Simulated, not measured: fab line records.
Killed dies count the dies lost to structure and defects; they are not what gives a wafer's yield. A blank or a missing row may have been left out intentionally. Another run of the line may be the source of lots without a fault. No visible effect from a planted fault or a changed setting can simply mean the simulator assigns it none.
Matching of chambers ; flow n5 finfet ; 4 sister chambers for N5_BEOL_M3_ALD_84 on ald metal-02
The step deposits TaN, pulse time 2 s, purge time 3 s, co reactant purge time 2 s. 8 wafers are shown with their chamber, then 12 later ones without.

== EACH WAFER AND ITS CHAMBER ==
wafer;chamber;heater power w (W)
L085.5;1;401
L085.6;0;395
L086.1;1;411
L086.2;3;439
L086.5;3;418
L091.2;2;382
L091.4;0;402
L091.6;2;387

== WAFERS WITH NO CHAMBER GIVEN ==
wafer;heater power w (W)
L093.3;400
L093.4;390
L093.5;394
L094.4;404
L094.5;390
L094.6;441
L095.1;404
L095.5;379
L095.6;421
L097.1;387
L097.4;429
L097.5;395

== WHICH CHAMBER EACH WENT THROUGH ==
wafer;from the rows above;in truth
L093.3;can't be placed: 0 or 1 or 2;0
L093.4;can't be placed: 2 or 0 or 1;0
L093.5;can't be placed: 0 or 2 or 1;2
L094.4;can't be placed: 1 or 0 or 2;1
L094.5;can't be placed: 2 or 0 or 1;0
L094.6;3;3
L095.1;can't be placed: 1 or 0 or 2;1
L095.5;can't be placed: 2 or 0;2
L095.6;can't be placed: 3 or 1 or 0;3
L097.1;can't be placed: 2 or 0 or 1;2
L097.4;3;3
L097.5;can't be placed: 0 or 2 or 1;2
Correct placement for 2 of the 12. Can't be placed from these rows: 10 (the true chamber is among the candidates in 10). Number placed wrongly: 0.
How it was worked out, from the rows above alone: a wafer's distance from a chamber is the root of the sum, over the readings, of the square of ((its reading less the chamber's mean) divided by the reading's scatter). The wafer belongs to the nearest chamber; if the next one is less than 2 further off, it can't be placed. For every chamber, the mean is computed from those of its wafers that are shown. The scatter: the root of (the sum of the squares of (reading less its chamber's mean) over the shown wafers, divided by (wafers less chambers)).
